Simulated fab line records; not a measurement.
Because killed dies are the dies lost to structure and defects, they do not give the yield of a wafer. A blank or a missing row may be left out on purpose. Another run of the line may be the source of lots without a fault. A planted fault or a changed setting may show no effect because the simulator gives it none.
fab line records	flow n5Finfet
[record] lots = 10	wafers = 29	lastDay = 17
route steps=1938 shown START@1 WELL_APT@29 BEOL_M4@1111 PASSIVATION@1936
lots with no fault: from the same line, run without faults
startH: hours from the record's opening day to when the first of the lot's shown wafers began	waitH: how many hours have passed since the lot's step before this one	" repeats the value in the row above	L1.1+2: several wafers, shown together as one row	- either no value or no given start	* or withheld: withheld	< > ~ a bound
route shown NAME@n: a module of which the file shows steps, and the number in the route of the first	usual: average and standard deviation across the fault-free wafers	same: alike in all rows	chamber/n: place in a boat	sites: readings site by site	_std_site: the standard deviation of these	_edge_site: the outer-site mean with the inner-site mean subtracted	radiusMm: how far each site lies from the wafer's centre	mask NAME#n: copy n	behind: the most recent tool/chamber to have shaped the wafer	hold: why the lot was held/for how many hours/how that ended	device: which transistor (n, p or np) failed to switch	end of line: the tests these same wafers got at the end of their route	a step without rows: its recipe alone	killed: dies lost to structure and defects at the first sort, not the wafer's yield	map: dies across one wafer; x = killed, . = not, _ = none there
set.NAME: the setting the step ran with; set.NAME@STEP: the setting that earlier step ran with	model.NAME: the simulator's own value behind a step, which no gauge read
the route's steps for a sample of lots (tables are steps, rows are wafers)
services: when a tool's chamber went out of use (startH, in hours from the record's first day, below 0 if earlier), for how many hours, and the reason
[[steps]]
[step N5_START_INSPECT_01]
[recipe] inspectInstrument = unpatternedScan	mode = incoming
[usual] rawDefectCount = 5.9/2.4
lot.wafer	tool	chamber	startH	waitH	rawDefectCount
L958.3	defectInspect-01	-	24.03	-	5
L958.4	"	-	"	"	7
L958.6	"	-	"	"	7
L959.2	defectInspect-01	-	30.03	-	6
L959.5	"	-	"	"	3
L960.1	defectInspect-01	-	36.03	-	11
L960.3	"	-	"	"	9
L960.6	"	-	"	"	3
L961.1	defectInspect-02	-	42.03	-	7
L961.3	"	-	"	"	3
L961.5	"	-	"	"	4
L964.1	defectInspect-02	-	60.03	-	11
L964.2	"	-	"	"	2
L964.3	"	-	"	"	13
L971.1	defectInspect-01	-	102.03	-	2
L971.5	"	-	"	"	8
L971.6	"	-	"	"	4
L974.1	defectInspect-01	-	120.03	-	6
L974.3	"	-	"	"	4
L974.4	"	-	"	"	5
L976.1	defectInspect-02	-	132.03	-	5
L976.2	"	-	"	"	1
L976.3	"	-	"	"	10
L977.2	defectInspect-01	-	138.04	-	2
L977.3	"	-	"	"	6
L977.5	"	-	"	"	6
L979.1	defectInspect-01	-	150.03	-	4
L979.3	"	-	"	"	6
L979.5	"	-	"	"	5
[step N5_WELL_APT_OVL_MEAS_09]
[recipe] pointsPerWafer = 44
[usual] NWELL_OVL = 3/6.5
lot.wafer	tool	chamber	startH	waitH	NWELL_OVL[nm]
L958.3	overlay-01	0	25.96	0.0	-6
L958.4	"	0	"	"	-8
L958.6	"	0	"	"	-6
L959.2	overlay-01	0	31.74	0.0	0
L959.5	"	0	"	"	3
L960.1	overlay-02	0	37.86	0.0	-8
L960.3	"	0	"	"	3
L960.6	"	0	"	"	4
L961.1	overlay-01	0	43.72	0.0	10
L961.3	"	0	"	"	19
L961.5	"	0	"	"	5
L964.1	overlay-02	0	61.84	0.0	1
L964.2	"	0	"	"	-5
L964.3	"	0	"	"	5
L971.1	overlay-01	0	103.88	0.0	8
L971.5	"	0	"	"	-2
L971.6	"	0	"	"	3
L974.1	overlay-02	0	122.61	0.0	0
L974.3	"	0	"	"	3
L974.4	"	0	"	"	2
L976.1	overlay-01	0	133.71	0.0	8
L976.2	"	0	"	"	3
L976.3	"	0	"	"	2
L977.2	overlay-02	0	139.71	0.0	9
L977.3	"	0	"	"	9
L977.5	"	0	"	"	12
L979.1	overlay-01	0	151.60	0.0	-2
L979.3	"	0	"	"	-1
L979.5	"	0	"	"	4
[step N5_WELL_APT_INSPECT_10]
[recipe] mode = adi	inspectInstrument = macro
[usual] rawDefectCount = 2.2/1.6
lot.wafer	tool	chamber	startH	waitH	rawDefectCount
L958.3	defectInspect-01	-	25.99	0.0	4
L958.4	"	-	"	"	3
L958.6	"	-	"	"	3
L959.2	defectInspect-02	-	31.76	0.0	3
L959.5	"	-	"	"	1
L960.1	defectInspect-01	-	37.89	0.0	1
L960.3	"	-	"	"	2
L960.6	"	-	"	"	2
L961.1	defectInspect-02	-	43.74	0.0	1
L961.3	"	-	"	"	3
L961.5	"	-	"	"	1
L964.1	defectInspect-02	-	61.86	0.0	0
L964.2	"	-	"	"	2
L964.3	"	-	"	"	3
L971.1	defectInspect-01	-	103.90	0.0	2
L971.5	"	-	"	"	0
L971.6	"	-	"	"	4
L974.1	defectInspect-01	-	122.63	0.0	1
L974.3	"	-	"	"	0
L974.4	"	-	"	"	1
L976.1	defectInspect-02	-	133.74	0.0	2
L976.2	"	-	"	"	2
L976.3	"	-	"	"	1
L977.2	defectInspect-02	-	139.74	0.0	1
L977.3	"	-	"	"	3
L977.5	"	-	"	"	6
L979.1	defectInspect-02	-	151.63	0.0	1
L979.3	"	-	"	"	4
L979.5	"	-	"	"	2
[step N5_WELL_APT_EXPOSE_22]
[recipe] maskId = PWELL	na = 0.8	sourceShape = conventional	sigmaOuter = 0.8	polarization = unpolarized	defocusNm = 0	targetCdNm = 200	doseMj = 23.2
[usual] exposureDoseMJCm2 = 23.177/0.022	stageVelMmS = 499.96/0.25
lot.wafer	tool	chamber	startH	waitH	mask	exposureDoseMJCm2	stageVelMmS
L958.3	krfScanner-02	0	27.02	-	PWELL#0	23.179	500.61
L958.4	"	0	"	"	PWELL#0	23.196	500.19
L958.6	"	0	"	"	PWELL#0	23.182	500.08
L959.2	krfScanner-02	0	32.66	-	PWELL#0	23.191	499.97
L959.5	"	0	"	"	PWELL#0	23.172	500.00
L960.1	krfScanner-01	0	38.91	-	PWELL#0	23.120	499.74
L960.3	"	0	"	"	PWELL#0	23.164	499.91
L960.6	"	0	"	"	PWELL#0	23.133	500.24
L961.1	krfScanner-02	0	44.76	-	PWELL#0	23.199	499.92
L961.3	"	0	"	"	PWELL#0	23.194	500.02
L961.5	"	0	"	"	PWELL#0	23.143	500.30
L964.1	krfScanner-01	0	63.65	-	PWELL#0	23.177	499.69
L964.2	"	0	"	"	PWELL#0	23.182	499.52
L964.3	"	0	"	"	PWELL#0	23.197	499.95
L971.1	krfScanner-01	0	104.97	-	PWELL#0	23.210	500.57
L971.5	"	0	"	"	PWELL#0	23.209	500.15
L971.6	"	0	"	"	PWELL#0	23.198	499.83
L974.1	krfScanner-02	0	123.65	-	PWELL#0	24.061	500.15
L974.3	"	0	"	"	PWELL#0	24.073	500.01
L974.4	"	0	"	"	PWELL#0	24.068	499.76
L976.1	krfScanner-01	0	134.85	-	PWELL#0	23.152	499.87
L976.2	"	0	"	"	PWELL#0	23.177	499.76
L976.3	"	0	"	"	PWELL#0	23.174	499.92
L977.2	krfScanner-01	0	140.64	-	PWELL#0	23.187	499.28
L977.3	"	0	"	"	PWELL#0	23.165	499.69
L977.5	"	0	"	"	PWELL#0	23.189	499.36
L979.1	krfScanner-01	0	152.64	-	PWELL#0	23.177	500.39
L979.3	"	0	"	"	PWELL#0	23.174	499.85
L979.5	"	0	"	"	PWELL#0	23.208	500.50
[step N5_WELL_APT_CD_MEAS_25]
[recipe] targetCdNm = 200	landingEnergyEv = 500	detector = seInlens
[usual] cdNm = 199.1/2.2
lot.wafer	tool	chamber	startH	waitH	cdNm
L958.3	cdSem-03	0	27.18	-	201.3
L958.4	"	0	"	"	199.7
L958.6	"	0	"	"	198.4
L959.2	cdSem-01	0	32.83	-	200.0
L959.5	"	0	"	"	196.2
L960.1	cdSem-02	0	39.08	-	197.6
L960.3	"	0	"	"	195.8
L960.6	"	0	"	"	198.3
L961.1	cdSem-03	0	44.93	-	200.5
L961.3	"	0	"	"	201.6
L961.5	"	0	"	"	203.2
L964.1	cdSem-02	0	63.82	-	198.5
L964.2	"	0	"	"	201.0
L964.3	"	0	"	"	199.2
L971.1	cdSem-01	0	105.14	-	201.1
L971.5	"	0	"	"	198.2
L971.6	"	0	"	"	197.3
L974.1	cdSem-03	0	123.82	-	170.3
L974.3	"	0	"	"	155.5
L974.4	"	0	"	"	200.1
L976.1	cdSem-02	0	135.02	-	199.5
L976.2	"	0	"	"	197.2
L976.3	"	0	"	"	199.6
L977.2	cdSem-01	0	140.80	-	199.7
L977.3	"	0	"	"	199.9
L977.5	"	0	"	"	198.6
L979.1	cdSem-02	0	152.82	-	198.6
L979.3	"	0	"	"	200.8
L979.5	"	0	"	"	197.5
[step N5_BEOL_M4_RC_MEAS_101]
[usual] DIBL_N = 35.9/1.6	DIBL_P = 35.6/2.1	IOFF_N = 0.149/0.029	IOFF_P = 0.20/0.033	ION_N = 671/11	ION_P = 460/7.3	SS_N = 71.4/0.62	SS_P = 73.2/0.65	VT_N = 251/3.1	VT_P = -251/3.4
lot.wafer	tool	chamber	startH	waitH	DIBL_N[mV/V]	DIBL_P[mV/V]	IOFF_N[nA/um]	IOFF_P[nA/um]	ION_N[uA/um]	ION_P[uA/um]	SS_N[mV/dec]	SS_P[mV/dec]	VT_N[mV]	VT_P[mV]
L958.3	prober-01	0	180.00	0.3	34.8	36.8	0.153	0.19	687	462	71.7	73.5	252	-255
L958.4	"	0	"	"	35.9	38.6	0.169	0.20	676	455	72.1	73.4	252	-253
L958.6	"	0	"	"	33.8	35.6	0.124	0.17	654	454	71.4	72.9	260	-256
L959.2	prober-02	0	182.65	0.2	35.5	36.8	0.138	0.18	668	454	71.2	73.5	251	-256
L959.5	"	0	"	"	34.7	35.0	0.136	0.16	668	452	71.5	72.3	253	-256
L960.1	prober-02	0	192.97	0.0	34.9	35.5	0.133	0.19	665	451	71.9	72.9	252	-251
L960.3	"	0	"	"	32.3	33.0	0.114	0.16	669	456	70.5	73.0	254	-253
L960.6	"	0	"	"	33.7	34.1	0.122	0.18	667	464	70.7	72.4	252	-254
L961.1	prober-02	0	199.72	0.0	35.4	33.4	0.133	0.18	668	459	70.8	72.8	251	-251
L961.3	"	0	"	"	34.4	31.4	0.114	0.15	664	456	71.0	72.5	254	-254
L961.5	"	0	"	"	36.6	34.7	0.152	0.19	677	459	71.3	73.8	250	-251
L964.1	prober-01	0	209.04	0.0	36.0	38.9	0.162	0.24	676	477	70.3	73.6	250	-247
L964.2	"	0	"	"	36.4	37.9	0.158	0.22	681	468	71.3	73.6	248	-248
L964.3	"	0	"	"	36.3	38.7	0.175	0.24	704	480	71.8	73.8	248	-245
L971.1	prober-01	0	257.33	0.0	37.1	35.7	0.152	0.18	673	462	71.7	73.0	252	-253
L971.5	"	0	"	"	37.1	36.3	0.158	0.19	670	464	72.0	73.3	250	-253
L971.6	"	0	"	"	37.4	37.6	0.155	0.20	677	460	72.0	73.9	251	-250
L974.1	prober-02	0	277.04	0.0	35.2	34.7	0.118	0.16	661	454	71.2	73.4	254	-257
L974.4	"	0	"	"	35.1	34.6	0.127	0.16	680	464	70.7	73.3	251	-255
L976.1	prober-01	0	283.36	0.0	35.7	34.9	0.132	0.20	672	465	72.0	73.4	254	-250
L976.2	"	0	"	"	33.7	32.6	0.110	0.17	651	454	70.9	72.2	254	-249
L976.3	"	0	"	"	36.3	35.9	0.150	0.21	664	453	71.7	73.2	252	-248
L977.2	prober-02	0	288.99	0.2	36.6	35.6	0.183	0.23	677	466	72.1	73.3	245	-249
L977.3	"	0	"	"	35.3	35.2	0.175	0.23	686	469	71.3	73.8	245	-248
L977.5	"	0	"	"	35.5	34.1	0.161	0.20	670	457	72.1	73.5	248	-251
L979.1	prober-02	0	303.75	0.0	34.6	34.7	0.133	0.19	665	458	71.8	72.8	251	-251
L979.3	"	0	"	"	34.9	33.6	0.135	0.16	679	461	71.3	72.4	252	-253
L979.5	"	0	"	"	35.7	34.8	0.154	0.19	681	459	71.5	73.6	250	-249
[step N5_PASSIVATION_PROBE_49]
[usual] defectLimitedYield = 90.9/1.5	killed_at_M0_to_M3 = 36/9.9	killed_at_M4_up = 13/4.5	killedAtContacts = 13/6.4	killedAtFrontEnd = 42/12	killedAtOther = 3.4/3	killedDies = 107/18	killedOnRim = 14/4.3	killedOpen = 69/13	killedShort = 35/8.2	sort_bin_5_function = 5.3/1.1	sort_bin_6_memory = 3.4/0.69	sortNPass = 1073/18	sortYieldPct = 90.9/1.5
[same] grossDies = 1180	killedAtBackSide = 0	sort_bin_4_leakage[%] = 0	sort_bin_8_speed[%] = 0
lot.wafer	tool	chamber	startH	waitH	defectLimitedYield[%]	killed_at_M0_to_M3	killed_at_M4_up	killedAtContacts	killedAtFrontEnd	killedAtOther	killedDies	killedOnRim	killedOpen	killedShort	sort_bin_5_function[%]	sort_bin_6_memory[%]	sortNPass	sortYieldPct[%]
L958.3	prober-01	-	275.61	0.1	89.8	50	13	6	46	5	120	12	67	52	6.4	3.4	1060	89.8
L958.4	prober-01	-	275.66	0.2	90.4	34	12	15	41	11	113	9	63	50	5.9	3.3	1067	90.4
L958.6	prober-01	-	275.76	0.3	89.2	46	13	12	53	3	127	7	66	53	4.6	5.1	1053	89.2
L960.1	prober-02	-	294.79	0.0	92.0	43	5	4	40	2	94	12	54	38	5.0	2.6	1086	92.0
L960.3	prober-02	-	294.89	0.1	91.9	38	5	7	43	2	95	14	56	39	4.6	3.4	1085	91.9
L960.6	prober-02	-	295.04	0.3	93.0	28	8	9	37	1	83	11	48	35	4.4	2.6	1097	93.0
L971.1	prober-02	-	355.98	0.0	90.6	33	11	17	45	5	111	18	73	31	5.3	3.5	1069	90.6
L971.5	prober-02	-	356.18	0.2	88.4	54	14	14	55	0	137	22	90	42	6.9	3.8	1043	88.4
L971.6	prober-02	-	356.23	0.3	91.8	34	12	14	36	1	97	6	70	25	5.3	2.5	1083	91.8
L974.1	prober-01	-	376.51	1.1	73.6	45	13	9	244	1	312	95	70	23	23.1	3.2	868	73.6
L974.3	prober-01	-	376.61	1.2	5.3	48	7	17	1044	2	1118	152	67	58	90.3	4.1	62	5.3
L974.4	prober-01	-	376.66	1.2	90.8	36	12	6	53	2	109	16	67	37	6.1	3.1	1071	90.8
L977.2	prober-01	-	391.68	0.1	91.4	34	16	12	38	1	101	13	62	33	5.3	3.1	1079	91.4
L977.3	prober-01	-	391.73	0.1	90.6	38	20	9	39	5	111	12	73	35	5.6	3.6	1069	90.6
L977.5	prober-01	-	391.83	0.2	90.4	40	13	16	41	3	113	15	71	35	4.6	4.3	1067	90.4
L979.1	prober-02	-	407.23	0.0	89.2	38	12	23	47	7	127	10	84	40	6.9	3.7	1053	89.2
L979.3	prober-02	-	407.33	0.1	89.5	44	11	19	47	3	124	15	88	31	5.9	4.3	1056	89.5
L979.5	prober-02	-	407.43	0.2	91.3	36	19	13	34	1	103	15	71	28	4.8	3.8	1077	91.3
// killed by level:class
L958.3 BEOL_M0_SAQP:geometricParticle:short=17 FIN_SAQP:geometricParticle:short=12 BEOL_M0_SAQP:geometricParticle:open=12 BEOL_M2:geometricParticle:open=9 FIN_SAQP:geometricParticle:open=8 DUMMY_GATE:geometricParticle:open=5 MOL_CONTACT_COAG:geometricParticle:open=5 ILD0:geometricParticle:short=4
L958.4 MOL_CONTACT_COAG:geometricParticle:open=12 BEOL_M0_SAQP:geometricParticle:open=9 BEOL_M0_SAQP:geometricParticle:short=8 FIN_SAQP:geometricParticle:short=7 FIN_SAQP:geometricParticle:open=6 BEOL_M4:geometricParticle:open=6 STI_FIN_REVEAL:geometricParticle:open=5 GATE_CUT:geometricParticle:short=5
L958.6 BEOL_M0_SAQP:geometricParticle:open=14 BEOL_M0_SAQP:geometricParticle:short=12 FIN_SAQP:geometricParticle:short=10 MOL_CONTACT_COAG:geometricParticle:open=10 FIN_SAQP:geometricParticle:open=9 HKMG_FIN:areaEtch=8 GATE_CUT:geometricParticle:short=6 BEOL_M4:geometricParticle:short=5
L960.1 BEOL_M0_SAQP:geometricParticle:short=12 BEOL_M0_SAQP:geometricParticle:open=9 STI_FIN_REVEAL:geometricParticle:open=8 BEOL_M2:geometricParticle:open=8 FIN_SAQP:geometricParticle:short=7 DUMMY_GATE:geometricParticle:open=6 BEOL_M3:geometricParticle:open=5 FIN_SAQP:geometricParticle:open=3
L960.3 BEOL_M0_SAQP:geometricParticle:short=13 BEOL_M0_SAQP:geometricParticle:open=12 MOL_CONTACT_COAG:geometricParticle:open=7 BEOL_M3:geometricParticle:open=7 FIN_SAQP:geometricParticle:open=6 FIN_SAQP:geometricParticle:short=6 STI_FIN_REVEAL:geometricParticle:open=6 DUMMY_GATE:geometricParticle:short=5
L960.6 BEOL_M0_SAQP:geometricParticle:short=12 BEOL_M0_SAQP:geometricParticle:open=8 FIN_SAQP:geometricParticle:open=7 STI_FIN_REVEAL:geometricParticle:open=7 MOL_CONTACT_COAG:geometricParticle:open=7 FIN_SAQP:geometricParticle:short=6 BEOL_M3:geometricParticle:open=5 STARTING-WAFER:geometricParticle:short=4
L971.1 MOL_CONTACT_COAG:geometricParticle:open=15 STI_FIN_REVEAL:geometricParticle:open=10 FIN_SAQP:geometricParticle:open=9 FIN_SAQP:geometricParticle:short=7 BEOL_M0_SAQP:geometricParticle:short=7 BEOL_M2:geometricParticle:open=7 BEOL_M0_SAQP:geometricParticle:open=6 BEOL_M1:geometricParticle:open=5
L971.5 BEOL_M0_SAQP:geometricParticle:short=17 STI_FIN_REVEAL:geometricParticle:open=14 BEOL_M0_SAQP:geometricParticle:open=14 MOL_CONTACT_COAG:geometricParticle:open=13 FIN_SAQP:geometricParticle:open=11 BEOL_M3:geometricParticle:open=7 DUMMY_GATE:geometricParticle:open=6 BEOL_M1:geometricParticle:open=5
L971.6 MOL_CONTACT_COAG:geometricParticle:open=13 FIN_SAQP:geometricParticle:open=11 STI_FIN_REVEAL:geometricParticle:open=7 BEOL_M1:geometricParticle:open=7 BEOL_M0_SAQP:geometricParticle:open=6 BEOL_M2:geometricParticle:open=5 BEOL_M0_SAQP:geometricParticle:short=4 BEOL_M3:geometricParticle:open=4
L974.1 WELL_APT:areaExpose=219 BEOL_M0_SAQP:geometricParticle:open=11 BEOL_M1:geometricParticle:open=9 MOL_CONTACT_COAG:geometricParticle:open=8 BEOL_M3:geometricParticle:open=7 BEOL_M4:geometricParticle:open=7 GATE_CUT:geometricParticle:open=6 BEOL_M2:geometricParticle:open=6
L974.3 WELL_APT:areaExpose=991 FIN_SAQP:geometricParticle:short=18 BEOL_M1:geometricParticle:open=14 MOL_CONTACT_COAG:geometricParticle:short=11 BEOL_M0_SAQP:geometricParticle:open=10 GATE_CUT:geometricParticle:short=7 MOL_CONTACT_COAG:geometricParticle:open=6 BEOL_M3:geometricParticle:open=6
L974.4 STI_FIN_REVEAL:geometricParticle:open=12 FIN_SAQP:geometricParticle:open=9 BEOL_M2:geometricParticle:open=9 BEOL_M1:geometricParticle:open=7 FIN_SAQP:geometricParticle:short=6 STI_FIN_REVEAL:geometricParticle:short=5 MOL_CONTACT_COAG:geometricParticle:open=5 ILD0:geometricParticle:short=4
L977.2 FIN_SAQP:geometricParticle:open=15 FIN_SAQP:geometricParticle:short=11 MOL_CONTACT_COAG:geometricParticle:open=9 BEOL_M3:geometricParticle:open=8 BEOL_M2:geometricParticle:open=6 BEOL_M4:geometricParticle:open=6 BEOL_M0_SAQP:geometricParticle:open=5 STI_FIN_REVEAL:geometricParticle:open=4
L977.3 BEOL_M4:geometricParticle:open=14 FIN_SAQP:geometricParticle:short=10 FIN_SAQP:geometricParticle:open=9 BEOL_M0_SAQP:geometricParticle:open=9 MOL_CONTACT_COAG:geometricParticle:open=8 DUMMY_GATE:geometricParticle:open=7 BEOL_M0_SAQP:geometricParticle:short=7 BEOL_M2:geometricParticle:open=5
L977.5 MOL_CONTACT_COAG:geometricParticle:open=12 BEOL_M1:geometricParticle:open=9 FIN_SAQP:geometricParticle:short=8 BEOL_M4:geometricParticle:open=8 BEOL_M0_SAQP:geometricParticle:open=8 BEOL_M0_SAQP:geometricParticle:short=7 FIN_SAQP:geometricParticle:open=6 DUMMY_GATE:geometricParticle:open=6
L979.1 MOL_CONTACT_COAG:geometricParticle:open=18 FIN_SAQP:geometricParticle:open=14 BEOL_M3:geometricParticle:open=13 FIN_SAQP:geometricParticle:short=12 STI_FIN_REVEAL:geometricParticle:open=6 BEOL_M0_SAQP:geometricParticle:short=6 BEOL_M1:geometricParticle:open=6 DUMMY_GATE:geometricParticle:open=5
L979.3 MOL_CONTACT_COAG:geometricParticle:open=16 STI_FIN_REVEAL:geometricParticle:open=12 BEOL_M0_SAQP:geometricParticle:open=9 BEOL_M0:geometricParticle:open=9 BEOL_M3:geometricParticle:open=8 FIN_SAQP:geometricParticle:open=7 FIN_SAQP:geometricParticle:short=7 DUMMY_GATE:geometricParticle:open=6
L979.5 BEOL_M1:geometricParticle:open=12 STI_FIN_REVEAL:geometricParticle:open=10 MOL_CONTACT_COAG:geometricParticle:open=10 BEOL_M4:geometricParticle:open=8 BEOL_M0_SAQP:geometricParticle:open=6 BEOL_M3:geometricParticle:open=5 BEOL_M2:geometricParticle:open=5 STI_FIN_REVEAL:geometricParticle:short=4
[[services]]
tool	chamber	startH	hours	kind
krfScanner-02	-	3.09	0.8	pm
krfScanner-01	-	25.92	1.3	pm
krfScanner-01	-	32.34	5.7	repair
krfScanner-01	-	43.76	1.1	repair
krfScanner-02	-	50.54	6.4	repair
krfScanner-01	-	66.01	1.0	pm
krfScanner-02	-	67.83	1.0	pm
krfScanner-02	0	73.63	-	calibration
krfScanner-02	-	99.05	8.2	repair
krfScanner-01	-	123.17	0.8	pm
krfScanner-02	-	126.77	0.6	repair
krfScanner-02	-	145.12	1.3	pm
[[key]]
[firstSign] step = N5_WELL_APT_EXPOSE_22	reading = exposureDoseMJCm2	direction = up	sigmas = 40	usual = 23.177	struck = 24.067
[effect] step = N5_WELL_APT_CD_MEAS_25	reading = cdNm	direction = down	sigmas = 11	usual = 199.1	struck = 175.3	wafersMoved = 2	through = controlLoop
[effect] step = N5_PASSIVATION_PROBE_49	reading = killedAtFrontEnd	direction = up	sigmas = 34	usual = 42	struck = 447	wafersMoved = 2
[moreKillsBornAt] N5_WELL_APT_EXPOSE_22@krfScanner-02 = 1210
metAt N5_WELL_APT_EXPOSE_22
struckLots L974
laterRowsLeftOut L974.3
[loopTrim] step = N5_WELL_APT_EXPOSE_22	setting = dose	lots = L974
notActingAt N5_START_INSPECT_01,N5_WELL_APT_OVL_MEAS_09,N5_WELL_APT_INSPECT_10
onsetBetween 44.76 123.65
[fault] kind = processParameterDrift	tool = krfScanner-02	chamber = -	onsetH = 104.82	steps = N5_WELL_APT_EXPOSE_22	channel = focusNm	offset = 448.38	spreadByWafer = 0.3	shape = step	endH = 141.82
// laterRowsLeftOut: the simulator's readings of these wafers behind a module that went badly wrong aren't trusted and aren't shown, but for the sort
// loopTrim: a control loop set the setting to another value than it would have without faults
